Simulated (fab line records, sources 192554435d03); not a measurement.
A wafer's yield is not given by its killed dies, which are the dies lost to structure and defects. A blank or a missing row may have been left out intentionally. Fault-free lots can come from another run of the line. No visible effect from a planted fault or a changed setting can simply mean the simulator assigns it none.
What tool caused it? :: flow n5Finfet :: 10 lots, 30 wafers sampled, at 5 steps of a route of 1938

## WHAT EACH GAUGE READ, for each wafer
N5_BEOL_M0_SAQP_OVL_MEAS_15. Usual: M0_CORE_OVL gives 0.2 nm (standard deviation 0.71).
lot: L391
measured: day 5 14:33
on: overlay-02
M0_CORE_OVL (nm): 0.0 -0.3 -0.5
flag: 

lot: L393
measured: day 5 21:58
on: overlay-02
M0_CORE_OVL (nm): 1.0 0.0 0.7
flag: 

lot: L394
measured: day 6 07:07
on: overlay-02
M0_CORE_OVL (nm): -0.1 0.1 0.8
flag: 

lot: L395
measured: day 6 09:56
on: overlay-02
M0_CORE_OVL (nm): -0.6 -0.4 -0.7
flag: 

lot: L400
measured: day 7 14:20
on: overlay-01
M0_CORE_OVL (nm): 0.8 -0.1 0.0
flag: 

lot: L405
measured: day 8 23:35
on: overlay-01
M0_CORE_OVL (nm): 0.9 -0.1 1.1
flag: 

lot: L407
measured: day 9 09:59
on: overlay-01
M0_CORE_OVL (nm): 0.8 1.5 0.7
flag: 

lot: L411
measured: day 10 05:53
on: overlay-01
M0_CORE_OVL (nm): 0.3 0.3 1.1
flag: 

lot: L412
measured: day 10 15:32
on: overlay-02
M0_CORE_OVL (nm): 0.7 0.5 0.5
flag: 

lot: L413
measured: day 10 20:59
on: overlay-01
M0_CORE_OVL (nm): 0.7 0.0 0.7
flag: 

N5_BEOL_M0_SAQP_INSPECT_16: inspects for defects (brightfield). Usual: rawDefectCount 423, standard deviation 120.
lot: L391
measured: day 5 14:35
on: defectInspect-02
rawDefectCount: 449 333 446
flag: 

lot: L393
measured: day 5 21:59
on: defectInspect-01
rawDefectCount: 620 356 523
flag: 

lot: L394
measured: day 6 07:08
on: defectInspect-02
rawDefectCount: 411 352 408
flag: 

lot: L395
measured: day 6 09:57
on: defectInspect-02
rawDefectCount: 554 448 414
flag: 

lot: L400
measured: day 7 14:22
on: defectInspect-01
rawDefectCount: 307 390 439
flag: 

lot: L405
measured: day 8 23:36
on: defectInspect-02
rawDefectCount: 362 377 411
flag: 

lot: L407
measured: day 9 10:00
on: defectInspect-02
rawDefectCount: 583 620 436
flag: 

lot: L411
measured: day 10 05:55
on: defectInspect-02
rawDefectCount: 487 419 442
flag: 

lot: L412
measured: day 10 15:34
on: defectInspect-02
rawDefectCount: 681 426 435
flag: 

lot: L413
measured: day 10 21:01
on: defectInspect-02
rawDefectCount: 239 296 269
flag: 

N5_BEOL_M4_RC_MEAS_101. Usual: DIBL_N 36.5 mV/V, standard deviation 1.7; DIBL_P 36.3 mV/V, standard deviation 2.1; IOFF_N 0.16 nA/um, standard deviation 0.036; IOFF_P 0.21 nA/um, standard deviation 0.037; ION_N 676 uA/um, standard deviation 12; ION_P 462 uA/um, standard deviation 7.6; SS_N 71.5 mV/dec, standard deviation 0.68; SS_P 73.3 mV/dec, standard deviation 0.63; VT_N 249 mV, standard deviation 3.5; VT_P -250 mV, standard deviation 3.5.
lot: L391
measured: day 8 08:06
on: prober-01
DIBL_N (mV/V): 36.5 37.3 37.0
DIBL_P (mV/V): 36.5 37.2 36.9
IOFF_N (nA/um): 0.18 0.20 0.19
IOFF_P (nA/um): 0.22 0.23 0.22
ION_N (uA/um): 682 687 685
ION_P (uA/um): 472 463 466
SS_N (mV/dec): 71.6 72.3 72.0
SS_P (mV/dec): 73.3 73.7 73.5
VT_N (mV): 248 247 244
VT_P (mV): -248 -250 -248
flag: 

lot: L393
measured: day 8 10:57
on: prober-02
DIBL_N (mV/V): 36.3 37.3 36.6
DIBL_P (mV/V): 36.9 38.5 38.4
IOFF_N (nA/um): 0.16 0.17 0.17
IOFF_P (nA/um): 0.18 0.19 0.18
ION_N (uA/um): 681 682 675
ION_P (uA/um): 452 452 453
SS_N (mV/dec): 71.1 71.8 71.8
SS_P (mV/dec): 73.4 72.8 74.1
VT_N (mV): 250 253 250
VT_P (mV): -253 -255 -256
flag: 

lot: L394
measured: day 8 21:51
on: prober-02
DIBL_N (mV/V): 38.8 37.0 37.7
DIBL_P (mV/V): 38.2 35.9 37.0
IOFF_N (nA/um): 0.23 0.18 0.20
IOFF_P (nA/um): 0.28 0.24 0.26
ION_N (uA/um): 697 688 693
ION_P (uA/um): 472 469 472
SS_N (mV/dec): 71.3 71.5 71.6
SS_P (mV/dec): 74.5 73.4 74.2
VT_N (mV): 248 247 247
VT_P (mV): -245 -248 -246
flag: 

lot: L395
measured: day 9 01:47
on: prober-01
DIBL_N (mV/V): 36.3 34.4 34.7
DIBL_P (mV/V): 33.9 33.5 33.9
IOFF_N (nA/um): 0.14 0.12 0.13
IOFF_P (nA/um): 0.18 0.17 0.18
ION_N (uA/um): 665 663 664
ION_P (uA/um): 453 453 450
SS_N (mV/dec): 71.0 69.8 70.3
SS_P (mV/dec): 72.9 73.0 72.3
VT_N (mV): 254 252 253
VT_P (mV): -248 -250 -249
flag: 

lot: L400
measured: day 10 05:56
on: prober-02
DIBL_N (mV/V): 34.7 36.8 37.5
DIBL_P (mV/V): 33.5 34.8 36.9
IOFF_N (nA/um): 0.12 0.16 0.18
IOFF_P (nA/um): 0.15 0.16 0.20
ION_N (uA/um): 657 676 683
ION_P (uA/um): 450 452 455
SS_N (mV/dec): 71.4 71.7 71.2
SS_P (mV/dec): 73.0 72.9 73.3
VT_N (mV): 250 249 248
VT_P (mV): -257 -256 -254
flag: 

lot: L405
measured: day 11 11:36
on: prober-02
DIBL_N (mV/V): 38.1 35.3 36.1
DIBL_P (mV/V): 39.7 36.3 37.3
IOFF_N (nA/um): 0.23 0.17 0.19
IOFF_P (nA/um): 0.26 0.21 0.22
ION_N (uA/um): 695 685 688
ION_P (uA/um): 469 467 466
SS_N (mV/dec): 73.0 71.8 71.5
SS_P (mV/dec): 73.4 73.4 73.4
VT_N (mV): 244 250 248
VT_P (mV): -248 -250 -252
flag: 

lot: L407
measured: day 11 19:54
on: prober-01
DIBL_N (mV/V): 36.5 33.6 35.1
DIBL_P (mV/V): 37.1 34.0 36.0
IOFF_N (nA/um): 0.16 0.13 0.14
IOFF_P (nA/um): 0.22 0.18 0.21
ION_N (uA/um): 674 667 667
ION_P (uA/um): 461 460 461
SS_N (mV/dec): 71.1 70.8 71.1
SS_P (mV/dec): 73.9 73.0 73.9
VT_N (mV): 252 252 253
VT_P (mV): -251 -254 -249
flag: 

lot: L411
measured: day 13 01:03
on: prober-02
DIBL_N (mV/V): 37.4 36.9 37.0
DIBL_P (mV/V): 38.3 37.2 37.3
IOFF_N (nA/um): 0.16 0.16 0.16
IOFF_P (nA/um): 0.22 0.21 0.21
ION_N (uA/um): 676 682 667
ION_P (uA/um): 461 461 463
SS_N (mV/dec): 71.4 70.6 71.3
SS_P (mV/dec): 74.0 73.2 72.6
VT_N (mV): 251 250 250
VT_P (mV): -249 -251 -248
flag: 

lot: L412
measured: day 13 05:24
on: prober-01
DIBL_N (mV/V): 35.0 35.4 38.7
DIBL_P (mV/V): 34.1 34.3 38.4
IOFF_N (nA/um): 0.12 0.12 0.18
IOFF_P (nA/um): 0.17 0.17 0.23
ION_N (uA/um): 665 669 678
ION_P (uA/um): 457 455 464
SS_N (mV/dec): 71.3 71.1 72.1
SS_P (mV/dec): 72.2 72.6 74.3
VT_N (mV): 252 252 247
VT_P (mV): -251 -255 -248
flag: 

lot: L413
measured: day 13 22:52
on: prober-02
DIBL_N (mV/V): 38.3 36.6 35.1
DIBL_P (mV/V): 38.7 36.7 35.0
IOFF_N (nA/um): 0.19 0.14 0.14
IOFF_P (nA/um): 0.25 0.23 0.20
ION_N (uA/um): 673 654 668
ION_P (uA/um): 469 459 462
SS_N (mV/dec): 72.7 71.7 71.7
SS_P (mV/dec): 73.5 73.3 73.1
VT_N (mV): 246 253 250
VT_P (mV): -248 -248 -249
flag: 

## WHAT TOOL EACH LOT RAN ON (gives the tool, then ch and the chambers of the sampled wafers, and finally the start)
lot: L391
N5_BEOL_M0_SAQP_ALD_48: aldSin-03 ch 0,1,2, day 5 21:16
N5_BEOL_M0_CUTY_DESCUM_61: rieDiel-03 ch 0,2, day 5 22:31

lot: L393
N5_BEOL_M0_SAQP_ALD_48: aldSin-02 ch 1,2,3, day 6 02:52
N5_BEOL_M0_CUTY_DESCUM_61: rieDiel-02 ch 0,1,3, day 6 03:59

lot: L394
N5_BEOL_M0_SAQP_ALD_48: aldSin-02 ch 0,1,3, day 6 12:00
N5_BEOL_M0_CUTY_DESCUM_61: rieDiel-02 ch 0,1,2, day 6 13:08

lot: L395
N5_BEOL_M0_SAQP_ALD_48: aldSin-03 ch 0,1,2, day 6 16:15
N5_BEOL_M0_CUTY_DESCUM_61: rieDiel-02 ch 0,1,3, day 6 17:22

lot: L400
N5_BEOL_M0_SAQP_ALD_48: aldSin-03 ch 1,2,3, day 7 19:32
N5_BEOL_M0_CUTY_DESCUM_61: rieDiel-06 ch 0,1,2, day 7 20:46

lot: L405
N5_BEOL_M0_SAQP_ALD_48: aldSin-02 ch 0,1,3, day 9 04:03
N5_BEOL_M0_CUTY_DESCUM_61: rieDiel-06 ch 1,2,3, day 9 05:19

lot: L407
N5_BEOL_M0_SAQP_ALD_48: aldSin-02 ch 0,3, day 9 15:09
N5_BEOL_M0_CUTY_DESCUM_61: rieDiel-02 ch 0,1,2, day 9 16:17

lot: L411
N5_BEOL_M0_SAQP_ALD_48: aldSin-01 ch 0,1,2, day 10 10:13
N5_BEOL_M0_CUTY_DESCUM_61: rieDiel-03 ch 0,1,2, day 10 11:11

lot: L412
N5_BEOL_M0_SAQP_ALD_48: aldSin-03 ch 0,2,3, day 10 19:50
N5_BEOL_M0_CUTY_DESCUM_61: rieDiel-03 ch 1,3, day 10 21:26

lot: L413
N5_BEOL_M0_SAQP_ALD_48: aldSin-03 ch 0,1,2, day 11 01:47
N5_BEOL_M0_CUTY_DESCUM_61: rieDiel-02 ch 1,3, day 11 02:58
- N5_BEOL_M0_SAQP_ALD_48: deposits SiO2, target thk 20 nm, pulse time 1 s, co reactant pulse time 1 s.
- N5_BEOL_M0_CUTY_DESCUM_61: chemistry O2, time 7.9 s.

## AS READ BY THE TOOLS THEMSELVES (means over the sampled wafers that have a number; for cases with no such wafer, the mark the record gives instead)
N5_BEOL_M0_SAQP_ALD_48. Usual: heaterPowerW 78 W, standard deviation 12; precursorPulseHeightRel 0.999, standard deviation 0.02; susceptorTempC 100.00 C, standard deviation 0.13.
lot: L391
tool: aldSin-03
heaterPowerW (W): 71
precursorPulseHeightRel: 0.992
susceptorTempC (C): 100.05
flag: 

lot: L393
tool: aldSin-02
heaterPowerW (W): 78
precursorPulseHeightRel: 0.996
susceptorTempC (C): 100.02
flag: 

lot: L394
tool: aldSin-02
heaterPowerW (W): 85
precursorPulseHeightRel: 0.983
susceptorTempC (C): 100.06
flag: 

lot: L395
tool: aldSin-03
heaterPowerW (W): 71
precursorPulseHeightRel: 0.997
susceptorTempC (C): 100.09
flag: 

lot: L400
tool: aldSin-03
heaterPowerW (W): 66
precursorPulseHeightRel: 0.974
susceptorTempC (C): 100.01
flag: 

lot: L405
tool: aldSin-02
heaterPowerW (W): 84
precursorPulseHeightRel: 1.014
susceptorTempC (C): 100.03
flag: 

lot: L407
tool: aldSin-02
heaterPowerW (W): 85
precursorPulseHeightRel: 0.998
susceptorTempC (C): 100.11
flag: 

lot: L411
tool: aldSin-01
heaterPowerW (W): 76
precursorPulseHeightRel: 1.004
susceptorTempC (C): 100.01
flag: 

lot: L412
tool: aldSin-03
heaterPowerW (W): 79
precursorPulseHeightRel: 1.002
susceptorTempC (C): 100.18
flag: 

lot: L413
tool: aldSin-03
heaterPowerW (W): 71
precursorPulseHeightRel: 1.005
susceptorTempC (C): 100.02
flag: 

N5_BEOL_M0_CUTY_DESCUM_61. Usual: drypumpMotorCurrentA 5.65 A, standard deviation 0.28; oesProductAu 0.74 a.u., standard deviation 0.061; rfVppV 243.2 V, standard deviation 1.4; showerheadPlenumPTorr 2.10 Torr, standard deviation 0.07; throttleValvePct 20.49 %, standard deviation 0.24.
lot: L391
tool: rieDiel-03
drypumpMotorCurrentA (A): 5.76
oesProductAu (a.u.): 0.77
rfVppV (V): 242.4
showerheadPlenumPTorr (Torr): 2.02
throttleValvePct (%): 20.28
flag: 

lot: L393
tool: rieDiel-02
drypumpMotorCurrentA (A): 5.67
oesProductAu (a.u.): 0.72
rfVppV (V): 243.3
showerheadPlenumPTorr (Torr): 2.11
throttleValvePct (%): 20.63
flag: 

lot: L394
tool: rieDiel-02
drypumpMotorCurrentA (A): 5.63
oesProductAu (a.u.): 0.72
rfVppV (V): 242.9
showerheadPlenumPTorr (Torr): 2.10
throttleValvePct (%): 20.42
flag: 

lot: L395
tool: rieDiel-02
drypumpMotorCurrentA (A): 5.67
oesProductAu (a.u.): 0.72
rfVppV (V): 243.4
showerheadPlenumPTorr (Torr): 2.11
throttleValvePct (%): 20.62
flag: 

lot: L400
tool: rieDiel-06
drypumpMotorCurrentA (A): 5.83
oesProductAu (a.u.): 0.72
rfVppV (V): 242.6
showerheadPlenumPTorr (Torr): 2.07
throttleValvePct (%): 20.66
flag: 

lot: L405
tool: rieDiel-06
drypumpMotorCurrentA (A): 5.65
oesProductAu (a.u.): 0.82
rfVppV (V): 243.7
showerheadPlenumPTorr (Torr): 2.10
throttleValvePct (%): 20.40
flag: 

lot: L407
tool: rieDiel-02
drypumpMotorCurrentA (A): 5.63
oesProductAu (a.u.): 0.70
rfVppV (V): 243.6
showerheadPlenumPTorr (Torr): 2.09
throttleValvePct (%): 20.46
flag: 

lot: L411
tool: rieDiel-03
drypumpMotorCurrentA (A): 5.66
oesProductAu (a.u.): 0.72
rfVppV (V): 242.7
showerheadPlenumPTorr (Torr): 2.07
throttleValvePct (%): 20.37
flag: 

lot: L412
tool: rieDiel-03
drypumpMotorCurrentA (A): 5.52
oesProductAu (a.u.): 0.74
rfVppV (V): 245.0
showerheadPlenumPTorr (Torr): 2.18
throttleValvePct (%): 20.47
flag: 

lot: L413
tool: rieDiel-02
drypumpMotorCurrentA (A): 5.79
oesProductAu (a.u.): 0.71
rfVppV (V): 243.0
showerheadPlenumPTorr (Torr): 2.12
throttleValvePct (%): 20.76
flag: 

## THE ANSWER, worked out from the rows above alone
Rule: a lot is off if the mean of its wafers that have a number lies more than 3 standard deviations from the usual mean. Also off: a lot with no number at a reading for which 4 or more lots have one. Any other lot the step has rows for is counted as sound. The gauges are gone through in route order, then the tools' own readings, and for those a lot's mean is taken as printed above. The first step at which some lot is off is used, and at that step the reading that is off furthest; a lot without a number counts as furthest.
None of the lots is off at any reading shown; this tells nothing.

## WHAT THE SIMULATOR PUT IN
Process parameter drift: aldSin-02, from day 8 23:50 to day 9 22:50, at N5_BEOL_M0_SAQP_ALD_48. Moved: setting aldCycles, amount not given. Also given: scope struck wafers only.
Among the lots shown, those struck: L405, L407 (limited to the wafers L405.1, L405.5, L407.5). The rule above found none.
